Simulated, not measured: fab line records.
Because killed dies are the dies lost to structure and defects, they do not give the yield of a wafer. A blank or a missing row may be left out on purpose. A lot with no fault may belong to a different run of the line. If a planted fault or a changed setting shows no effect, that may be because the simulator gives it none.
Comparing a struck lot with a sound one	flow n5 finfet	37 steps out of a route of 1938
Sound: these wafers, L127.1, L127.4, L127.5. The struck wafers were L134.2, L134.3, L134.5. Last of all comes the cause.
For every step that has rows: the tool of each side, followed by ch and its chambers, followed by its first start. Under that, the readings that differ: sound wafers	struck wafers	difference of the means	sigmas: that difference in standard deviations of wafers without a fault.
alike: same words and numbers on both sides, and readings whose means sit less than 2 such deviations apart. not compared: any withheld reading, any reading some wafer has no value for, any bound like >300 that may hide the same value, and any number with overlapping values for which the record gives no deviation.
Wherever a step has rows on one side only, a row that says differs or no value, or a row with sigmas, the two part there. When numbers do not overlap yet have no deviation, they are printed without sigmas and do not part them. A reading missing from all wafers of one side parts the sides only when that side holds two or more wafers.

first, 9 steps without rows for these wafers: N5_BEOL_M9_DESCUM_33 (chemistry O2, time 7 s); N5_BEOL_M9_ETCH_76 (etches underlayer in N2/H2, target depth 6.5 nm, time 5.2 s); N5_BEOL_M9_ETCH_65 (etches SiARC in CF4, target depth 15.6 nm, time 26 s); N5_BEOL_M9_ETCH_66 (etches SOC in N2/H2, target depth 80 nm, overetch 16 nm, time 120 s); N5_BEOL_M9_STRIP_69 (strips in N2/H2); N5_BEOL_M9_STRIP_77 (strips in N2/H2); N5_BEOL_M9_VIA_ETCH_34 (etches SiCOH lowk in C4F6/O2, target depth 182.4 nm, time 68.4 s); N5_BEOL_M9_STRIP_73 (strips in C4F6/O2); N5_BEOL_M9_STRIP_36 (strips in N2/H2).
N5_BEOL_M9_TRENCH_ETCH_37: etches SiCOH lowk in C4F6/O2, target depth 151.43 nm, time 49 s.
  sound on rie diel-06 ch 0,1,2, day 11 22:29; struck on rie diel-04 ch 0,2, day 13 05:58
reading	sound	struck	difference	sigmas
run length s (s)	72.3 72.8 72.7	60.8 61.3 60.8	-11.6	-20
time s (s)	49 49 49	34.3 34.3 34.3	-14.7	
model.etch.depth nm (nm)	154.3 154.6 149.5	104 103.2 102.7	-50	
model.BEOL_M9.feature depth nm (nm)	154.4 154.6 149.4	104 103.2 102.6	-50	
model.TiN_of_BEOL_M9_HM_DEP_02.thk nm (nm)	15.4 15.2 15.8	17.2 17.8 17.6	+2.1	
  alike: O2_flow_sccm, drypump motor current A, mfc ar sccm, oes product au, rf vpp V, showerhead plenum p Torr, throttle valve pct
  not compared: rf hours counter h
then, 2 steps without rows for these wafers: N5_BEOL_M9_ETCH_41 (etches SiCN in CH3F/O2, target depth 36.6 nm, time 70.1 s); N5_BEOL_M9_STRIP_80 (strips in N2/H2, time 10 s).
N5_BEOL_M9_OCD_MEAS_38:
  struck on ocd-01, day 13 06:08; sound on ocd-02, day 11 22:40
reading	sound	struck	difference	sigmas
trench depth nm (nm)	154.4 154.5 149.5	104.2 103.1 102.7	-49.5	-17
then, 13 steps without rows for these wafers: N5_BEOL_M9_HM_STRIP_39 (strips TiN in peroxide tin strip, target depth 25 nm, time 158 s); N5_BEOL_M9_SRD_40 (time 30 s); N5_BEOL_M9_PRECLEAN_42 (cleans in residue remover, time 60 s); N5_BEOL_M9_SRD_43 (time 30 s); N5_BEOL_M9_CURE_72 (cures SiCOH lowk, time 120 s); N5_BEOL_M9_DEGAS_44 (time 60 s); N5_BEOL_M9_PRE_CLEAN_45 (time 30 s); N5_BEOL_M9_ALD_74 (deposits TaN, target thk 2 nm, pulse time 2 s, purge time 3 s); N5_BEOL_M9_SURFACE_TREAT_79; N5_BEOL_M9_CVD_78 (deposits Co from CCTBA/H2, target thk 2 nm, time 138.9 s); N5_BEOL_M9_SPUTTER_48 (material Cu, target thk 12 nm, time 2 s); N5_BEOL_M9_ECD_50 (material Cu, target thk 318 nm); N5_BEOL_M9_ANNEAL_51 (time 90 s).
N5_BEOL_M9_CMP_52: polishes, stops on SiCOH lowk, t overpolish 7 s, target thk 140 nm.
  sound on cmp-01 ch 1,2, day 12 02:53; struck on cmp-02 ch 0,1, day 13 09:23
reading	sound	struck	difference	sigmas
model.Cu_of_BEOL_M9_ECD_50.thk nm (nm)	143.2 143.4 139.4	93.6 90.4 90	-50.7	
  alike: clearing platen rpm, head pressure psi, motor current A
  not compared: pad life wafers
N5_BEOL_M9_THK_MEAS_53: measures by xrf.
  struck on film metro-02, day 13 09:41; sound on film metro-02, day 12 03:08
reading	sound	struck	difference	sigmas
M9_THK (nm)	141 141 137	93 89 89	-49	-16
then, 2 steps without rows for these wafers: N5_BEOL_M9_PRE_CLEAN_55 (time 15 s); N5_BEOL_M9_DEP_56 (deposits SiCN from 3MS/NH3, target thk 15 nm, time 26.5 s).
N5_BEOL_M9_RS_MEAS_57: uses a four-point probe to measure.
  struck on film metro-01, day 13 09:49; sound on film metro-02, day 12 03:16
reading	sound	struck	difference	sigmas
M9_RS (ohm/sq)	0.147 0.147 0.152	0.238 0.247 0.249	+0.096	+27
then, 5 steps without rows for these wafers: N5_BEOL_M10_ILD_DEP_00 (deposits SiCOH lowk from DEMS/porogen, target thk 308.51 nm, time 58 s); N5_BEOL_M10_CURE_71 (cures SiCOH lowk, time 240 s); N5_BEOL_M10_PECVD_70 (deposits SiO2 from TEOS/O2, target thk 20 nm, time 22.7 s); N5_BEOL_M10_HM_DEP_02 (deposits TiN, target thk 20 nm); N5_BEOL_M10_COAT_59 (time 60 s, resist thk 100 nm).
N5_BEOL_M15_RC_MEAS_101:
  sound on prober-02 ch 0, day 13 23:43; struck on prober-01 ch 0, day 15 05:48
reading	sound	struck	difference	sigmas
COMB_M13 (S/m)	6.1e-12 6.4e-12 6.3e-12	3e-12 4.9e-12 4e-12	-2e-12	-2
SERP_M10 (ohm/um)	3.17 3.25 3.08	2.92 2.81 2.92	-0.28	-3
SERP_M9 (ohm/um)	3.02 2.97 3.04	4.82 5.15 4.96	+1.97	+23
SERP_M9_max_site (ohm/um)	3.07 3.09 3.10	4.92 5.31 5.07	+2.01	+18
  alike: COMB_M10, COMB_M11, COMB_M12, COMB_M14, COMB_M15, COMB_M5, COMB_M6, COMB_M7, COMB_M7_max_site, COMB_M8, SERP_M11, SERP_M12, SERP_M13, SERP_M13_max_site, SERP_M14, SERP_M5, SERP_M6, SERP_M7, SERP_M8

== WHERE THEY PART ==
First at N5_BEOL_M9_TRENCH_ETCH_37; last, within this record, at N5_BEOL_M15_RC_MEAS_101.

WHY: what had been put in by the simulator
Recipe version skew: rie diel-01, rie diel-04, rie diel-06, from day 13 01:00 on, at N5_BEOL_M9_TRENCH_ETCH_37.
